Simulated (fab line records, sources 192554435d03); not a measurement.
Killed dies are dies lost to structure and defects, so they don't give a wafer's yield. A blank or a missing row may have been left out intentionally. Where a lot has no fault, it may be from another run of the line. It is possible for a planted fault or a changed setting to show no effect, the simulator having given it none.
Which tool is to blame? / flow n5 finfet / Sampling: 10 lots, 30 wafers, 5 of 1938 route steps

## WHAT THE GAUGES SHOWED, per wafer
The record lacks any reading of a measuring or inspecting step that a usual standard deviation could be used to judge.

## TOOL THAT RAN EACH LOT (tool first, then ch and the chambers of the sampled wafers, then the start)
lot=L872; N5_BEOL_M3_STRIP_19=rie diel-06 ch 0,2,3, day 7 03:04; N5_MIM_BOT_ETCH_ETCH_00=rie metal-01 ch 0,1, day 12 14:21; N5_PASSIVATION_PECVD_55=pecvd-03 ch 0,1,2, day 12 15:27; N5_PASSIVATION_DESCUM_32=rie diel-04 ch 1,2,3, day 12 18:57; N5_PASSIVATION_PROBE_49=-
lot=L873; N5_BEOL_M3_STRIP_19=rie diel-06 ch 0,3, day 7 09:21; N5_MIM_BOT_ETCH_ETCH_00=rie metal-02 ch 0,1, day 12 13:35; N5_PASSIVATION_PECVD_55=pecvd-03 ch 0,1, day 12 14:39; N5_PASSIVATION_DESCUM_32=rie diel-02 ch 1,2,3, day 12 20:12; N5_PASSIVATION_PROBE_49=-
lot=L874; N5_BEOL_M3_STRIP_19=rie diel-05 ch 2,3, day 7 16:25; N5_MIM_BOT_ETCH_ETCH_00=rie metal-03 ch 0,1, day 12 20:01; N5_PASSIVATION_PECVD_55=pecvd-02 ch 0,1, day 12 20:40; N5_PASSIVATION_DESCUM_32=rie diel-03 ch 1,2,3, day 12 22:41; N5_PASSIVATION_PROBE_49=-
lot=L876; N5_BEOL_M3_STRIP_19=rie diel-06 ch 1,2,3, day 8 06:56; N5_MIM_BOT_ETCH_ETCH_00=rie metal-01 ch 0,1, day 13 13:05; N5_PASSIVATION_PECVD_55=pecvd-02 ch 0,1,2, day 13 13:59; N5_PASSIVATION_DESCUM_32=rie diel-04 ch 0,2,3, day 13 18:37; N5_PASSIVATION_PROBE_49=-
lot=L877; N5_BEOL_M3_STRIP_19=rie diel-06 ch 0,1,3, day 8 08:50; N5_MIM_BOT_ETCH_ETCH_00=rie metal-01 ch 0,1, day 13 13:49; N5_PASSIVATION_PECVD_55=pecvd-03 ch 0,1,2, day 13 14:28; N5_PASSIVATION_DESCUM_32=rie diel-02 ch 1,2,3, day 13 19:04; N5_PASSIVATION_PROBE_49=prober-02, day 14 00:59
lot=L878; N5_BEOL_M3_STRIP_19=rie diel-06 ch 1,2, day 8 16:43; N5_MIM_BOT_ETCH_ETCH_00=rie metal-03 ch 0,1, day 13 12:53; N5_PASSIVATION_PECVD_55=pecvd-02 ch 0,1,2, day 13 13:35; N5_PASSIVATION_DESCUM_32=rie diel-02 ch 0,1,2, day 13 17:17; N5_PASSIVATION_PROBE_49=prober-02, day 13 22:23
lot=L882; N5_BEOL_M3_STRIP_19=rie diel-01 ch 0,1,2, day 9 14:10; N5_MIM_BOT_ETCH_ETCH_00=rie metal-02 ch 0,1, day 15 02:42; N5_PASSIVATION_PECVD_55=pecvd-04 ch 0,2, day 15 03:20; N5_PASSIVATION_DESCUM_32=rie diel-04 ch 0,1,2, day 15 06:40; N5_PASSIVATION_PROBE_49=prober-01, day 15 11:26
lot=L884; N5_BEOL_M3_STRIP_19=rie diel-05 ch 0,2, day 10 03:53; N5_MIM_BOT_ETCH_ETCH_00=rie metal-02 ch 0,1, day 15 06:53; N5_PASSIVATION_PECVD_55=pecvd-02 ch 0,1,2, day 15 07:33; N5_PASSIVATION_DESCUM_32=rie diel-02 ch 0,1,2, day 15 11:29; N5_PASSIVATION_PROBE_49=prober-01, day 15 16:29
lot=L887; N5_BEOL_M3_STRIP_19=rie diel-05 ch 1,3, day 11 16:15; N5_MIM_BOT_ETCH_ETCH_00=rie metal-02 ch 0,1, day 16 15:54; N5_PASSIVATION_PECVD_55=pecvd-04 ch 0,1, day 16 16:32; N5_PASSIVATION_DESCUM_32=rie diel-04 ch 1,2,3, day 16 19:01; N5_PASSIVATION_PROBE_49=-
lot=L893; N5_BEOL_M3_STRIP_19=rie diel-01 ch 1,3, day 12 13:02; N5_MIM_BOT_ETCH_ETCH_00=rie metal-01 ch 0,1, day 17 16:31; N5_PASSIVATION_PECVD_55=pecvd-04 ch 0,2, day 17 17:10; N5_PASSIVATION_DESCUM_32=rie diel-04 ch 0,2, day 17 19:58; N5_PASSIVATION_PROBE_49=-
- N5_BEOL_M3_STRIP_19: strips in O2.
- N5_MIM_BOT_ETCH_ETCH_00: etches TiN in Cl2/BCl3, target depth 45.5 nm.
- N5_PASSIVATION_PECVD_55: deposits SiO2 from SiH4/N2O, target thk 400 nm, time 22.5 s.
- N5_PASSIVATION_DESCUM_32: chemistry O2, time 7.9 s.
- N5_PASSIVATION_PROBE_49

## WHAT THE TOOLS THEMSELVES READ (means of the sampled wafers that have a number; where no wafer has one, the mark that the record gives instead)
N5_BEOL_M3_STRIP_19.
lot=L872; tool=rie diel-06; chamber pressure mTorr (mTorr)=29.977; drypump motor current A (A)=5.8; oes product au (a.u.)=0.77; rf vpp V (V)=3.2; showerhead plenum p Torr (Torr)=2.03; throttle valve pct (%)=16.85
lot=L873; tool=rie diel-06; chamber pressure mTorr (mTorr)=30.016; drypump motor current A (A)=5.8; oes product au (a.u.)=0.75; rf vpp V (V)=3.8; showerhead plenum p Torr (Torr)=2.08; throttle valve pct (%)=16.82
lot=L874; tool=rie diel-05; chamber pressure mTorr (mTorr)=30.014; drypump motor current A (A)=6.2; oes product au (a.u.)=0.69; rf vpp V (V)=3.6; showerhead plenum p Torr (Torr)=2.05; throttle valve pct (%)=16.63
lot=L876; tool=rie diel-06; chamber pressure mTorr (mTorr)=29.991; drypump motor current A (A)=5.7; oes product au (a.u.)=0.74; rf vpp V (V)=4.1; showerhead plenum p Torr (Torr)=2.03; throttle valve pct (%)=16.80
lot=L877; tool=rie diel-06; chamber pressure mTorr (mTorr)=30.019; drypump motor current A (A)=5.7; oes product au (a.u.)=0.74; rf vpp V (V)=3.3; showerhead plenum p Torr (Torr)=2.08; throttle valve pct (%)=16.77
lot=L878; tool=rie diel-06; chamber pressure mTorr (mTorr)=30.025; drypump motor current A (A)=5.5; oes product au (a.u.)=0.75; rf vpp V (V)=3.7; showerhead plenum p Torr (Torr)=1.98; throttle valve pct (%)=16.71
lot=L882; tool=rie diel-01; chamber pressure mTorr (mTorr)=29.995; drypump motor current A (A)=5.8; oes product au (a.u.)=0.78; rf vpp V (V)=3.5; showerhead plenum p Torr (Torr)=2.04; throttle valve pct (%)=16.76
lot=L884; tool=rie diel-05; chamber pressure mTorr (mTorr)=30.005; drypump motor current A (A)=6.3; oes product au (a.u.)=0.86; rf vpp V (V)=3.4; showerhead plenum p Torr (Torr)=2.15; throttle valve pct (%)=16.66
lot=L887; tool=rie diel-05; chamber pressure mTorr (mTorr)=29.994; drypump motor current A (A)=6.1; oes product au (a.u.)=0.70; rf vpp V (V)=3.2; showerhead plenum p Torr (Torr)=2.11; throttle valve pct (%)=16.67
lot=L893; tool=rie diel-01; chamber pressure mTorr (mTorr)=29.983; drypump motor current A (A)=5.8; oes product au (a.u.)=0.69; rf vpp V (V)=3.4; showerhead plenum p Torr (Torr)=2.13; throttle valve pct (%)=16.99

N5_MIM_BOT_ETCH_ETCH_00.
lot=L872; tool=rie metal-01; chamber pressure mTorr (mTorr)=10.004; drypump motor current A (A)=5.9; mfc ar sccm (sccm)=25.02; oes product au (a.u.)=0.77; throttle valve pct (%)=22.23
lot=L873; tool=rie metal-02; chamber pressure mTorr (mTorr)=9.994; drypump motor current A (A)=5.6; mfc ar sccm (sccm)=24.97; oes product au (a.u.)=0.83; throttle valve pct (%)=22.01
lot=L874; tool=rie metal-03; chamber pressure mTorr (mTorr)=10.001; drypump motor current A (A)=6.1; mfc ar sccm (sccm)=25.01; oes product au (a.u.)=0.72; throttle valve pct (%)=22.20
lot=L876; tool=rie metal-01; chamber pressure mTorr (mTorr)=10.000; drypump motor current A (A)=5.6; mfc ar sccm (sccm)=25.06; oes product au (a.u.)=0.74; throttle valve pct (%)=22.24
lot=L877; tool=rie metal-01; chamber pressure mTorr (mTorr)=10.003; drypump motor current A (A)=5.7; mfc ar sccm (sccm)=25.03; oes product au (a.u.)=0.73; throttle valve pct (%)=22.24
lot=L878; tool=rie metal-03; chamber pressure mTorr (mTorr)=9.992; drypump motor current A (A)=6.1; mfc ar sccm (sccm)=25.04; oes product au (a.u.)=0.72; throttle valve pct (%)=22.21
lot=L882; tool=rie metal-02; chamber pressure mTorr (mTorr)=9.998; drypump motor current A (A)=5.6; mfc ar sccm (sccm)=24.95; oes product au (a.u.)=0.81; throttle valve pct (%)=22.02
lot=L884; tool=rie metal-02; chamber pressure mTorr (mTorr)=9.991; drypump motor current A (A)=5.4; mfc ar sccm (sccm)=24.96; oes product au (a.u.)=0.78; throttle valve pct (%)=21.97
lot=L887; tool=rie metal-02; chamber pressure mTorr (mTorr)=9.992; drypump motor current A (A)=5.4; mfc ar sccm (sccm)=25.00; oes product au (a.u.)=0.77; throttle valve pct (%)=21.98
lot=L893; tool=rie metal-01; chamber pressure mTorr (mTorr)=9.993; drypump motor current A (A)=5.7; mfc ar sccm (sccm)=24.98; oes product au (a.u.)=0.71; throttle valve pct (%)=22.26

N5_PASSIVATION_PECVD_55.
lot=L872; tool=pecvd-03; heater power w (W)=587; showerhead plenum p Torr (Torr)=8.25; throttle valve pct (%)=52
lot=L873; tool=pecvd-03; heater power w (W)=602; showerhead plenum p Torr (Torr)=8.23; throttle valve pct (%)=54
lot=L874; tool=pecvd-02; heater power w (W)=667; showerhead plenum p Torr (Torr)=8.26; throttle valve pct (%)=54
lot=L876; tool=pecvd-02; heater power w (W)=687; showerhead plenum p Torr (Torr)=8.20; throttle valve pct (%)=51
lot=L877; tool=pecvd-03; heater power w (W)=555; showerhead plenum p Torr (Torr)=8.25; throttle valve pct (%)=51
lot=L878; tool=pecvd-02; heater power w (W)=700; showerhead plenum p Torr (Torr)=8.21; throttle valve pct (%)=51
lot=L882; tool=pecvd-04; heater power w (W)=669; showerhead plenum p Torr (Torr)=8.14; throttle valve pct (%)=53
lot=L884; tool=pecvd-02; heater power w (W)=713; showerhead plenum p Torr (Torr)=8.21; throttle valve pct (%)=51
lot=L887; tool=pecvd-04; heater power w (W)=705; showerhead plenum p Torr (Torr)=8.11; throttle valve pct (%)=50
lot=L893; tool=pecvd-04; heater power w (W)=644; showerhead plenum p Torr (Torr)=8.14; throttle valve pct (%)=54

N5_PASSIVATION_DESCUM_32.
lot=L872; tool=rie diel-04; bias power w (W)=20.02; chamber pressure mTorr (mTorr)=20.016; drypump motor current A (A)=5.9; oes product au (a.u.)=0.81; rf vpp V (V)=243.1; showerhead plenum p Torr (Torr)=2.08; throttle valve pct (%)=20.29
lot=L873; tool=rie diel-02; bias power w (W)=20.05; chamber pressure mTorr (mTorr)=19.997; drypump motor current A (A)=5.9; oes product au (a.u.)=0.77; rf vpp V (V)=243.1; showerhead plenum p Torr (Torr)=2.12; throttle valve pct (%)=20.26
lot=L874; tool=rie diel-03; bias power w (W)=20.02; chamber pressure mTorr (mTorr)=20.004; drypump motor current A (A)=5.7; oes product au (a.u.)=0.83; rf vpp V (V)=243.6; showerhead plenum p Torr (Torr)=2.09; throttle valve pct (%)=20.37
lot=L876; tool=rie diel-04; bias power w (W)=20.01; chamber pressure mTorr (mTorr)=20.015; drypump motor current A (A)=5.8; oes product au (a.u.)=0.84; rf vpp V (V)=242.9; showerhead plenum p Torr (Torr)=2.09; throttle valve pct (%)=20.22
lot=L877; tool=rie diel-02; bias power w (W)=20.02; chamber pressure mTorr (mTorr)=19.989; drypump motor current A (A)=5.9; oes product au (a.u.)=0.77; rf vpp V (V)=242.5; showerhead plenum p Torr (Torr)=2.12; throttle valve pct (%)=20.27
lot=L878; tool=rie diel-02; bias power w (W)=19.99; chamber pressure mTorr (mTorr)=20.000; drypump motor current A (A)=5.8; oes product au (a.u.)=0.81; rf vpp V (V)=243.5; showerhead plenum p Torr (Torr)=2.10; throttle valve pct (%)=20.32
lot=L882; tool=rie diel-04; bias power w (W)=20.02; chamber pressure mTorr (mTorr)=19.991; drypump motor current A (A)=5.9; oes product au (a.u.)=0.81; rf vpp V (V)=243.9; showerhead plenum p Torr (Torr)=2.14; throttle valve pct (%)=20.32
lot=L884; tool=rie diel-02; bias power w (W)=20.05; chamber pressure mTorr (mTorr)=19.991; drypump motor current A (A)=5.8; oes product au (a.u.)=0.79; rf vpp V (V)=243.2; showerhead plenum p Torr (Torr)=2.09; throttle valve pct (%)=20.35
lot=L887; tool=rie diel-04; bias power w (W)=20.02; chamber pressure mTorr (mTorr)=19.987; drypump motor current A (A)=5.8; oes product au (a.u.)=0.78; rf vpp V (V)=243.6; showerhead plenum p Torr (Torr)=2.07; throttle valve pct (%)=20.34
lot=L893; tool=rie diel-04; bias power w (W)=19.98; chamber pressure mTorr (mTorr)=19.991; drypump motor current A (A)=6.0; oes product au (a.u.)=0.86; rf vpp V (V)=243.0; showerhead plenum p Torr (Torr)=2.10; throttle valve pct (%)=20.31

N5_PASSIVATION_PROBE_49.
lot=L877; tool=prober-02; defect limited yield (%)=92.2; killed_at_M0_to_M3=24; killed_at_M4_up=17; killed at contacts=20; killed at front end=26; killed at other=6.0; killed dies=92; killed on rim=11; killed open=61; killed short=31; sort_bin_5_function (%)=4.7; sort_bin_6_memory (%)=2.8; sort_bin_8_speed (%)=0.0; sort n pass=1088; sort yield pct (%)=92.2
lot=L878; tool=prober-02; defect limited yield (%)=78.5; killed_at_M0_to_M3=178; killed_at_M4_up=12; killed at contacts=11; killed at front end=49; killed at other=3.3; killed dies=254; killed on rim=30; killed open=79; killed short=33; sort_bin_5_function (%)=12.1; sort_bin_6_memory (%)=5.1; sort_bin_8_speed (%)=0.0; sort n pass=926; sort yield pct (%)=78.5
lot=L882; tool=prober-01; defect limited yield (%)=90.7; killed_at_M0_to_M3=46; killed_at_M4_up=17; killed at contacts=14; killed at front end=31; killed at other=2.3; killed dies=110; killed on rim=17; killed open=69; killed short=37; sort_bin_5_function (%)=5.8; sort_bin_6_memory (%)=3.2; sort_bin_8_speed (%)=0.0; sort n pass=1070; sort yield pct (%)=90.7
lot=L884; tool=prober-01; defect limited yield (%)=90.6; killed_at_M0_to_M3=33; killed_at_M4_up=13; killed at contacts=13; killed at front end=48; killed at other=4.3; killed dies=111; killed on rim=16; killed open=67; killed short=41; sort_bin_5_function (%)=5.8; sort_bin_6_memory (%)=3.2; sort_bin_8_speed (%)=0.0; sort n pass=1069; sort yield pct (%)=90.6

## THE ANSWER, worked out from the rows above alone
Rule: the lots themselves supply what counts as usual. Put in order of their means at a reading, lots are off if they are a third of the lots or fewer, leave a main group of 4 or more, and stand apart from it by a gap of 3 or more times the standard deviation of the main group's means; of several such gaps the widest counts. A main group whose means are all the same, to the digits that the tables above print for the reading, isn't used. A lot without any number at a reading at which 4 lots or more have one is off too. Where the step has rows for the other lots, those lots are counted as sound. Order of review: gauges by route order, followed by the tools' own readings, for which a lot's mean as printed above is used. The first step at which some lot is off is used, and at that step the reading that is off furthest; a lot without a number counts as furthest.
No lot is off at any reading shown: from this, nothing can be told.

## WHAT THE SIMULATOR HAD INSERTED
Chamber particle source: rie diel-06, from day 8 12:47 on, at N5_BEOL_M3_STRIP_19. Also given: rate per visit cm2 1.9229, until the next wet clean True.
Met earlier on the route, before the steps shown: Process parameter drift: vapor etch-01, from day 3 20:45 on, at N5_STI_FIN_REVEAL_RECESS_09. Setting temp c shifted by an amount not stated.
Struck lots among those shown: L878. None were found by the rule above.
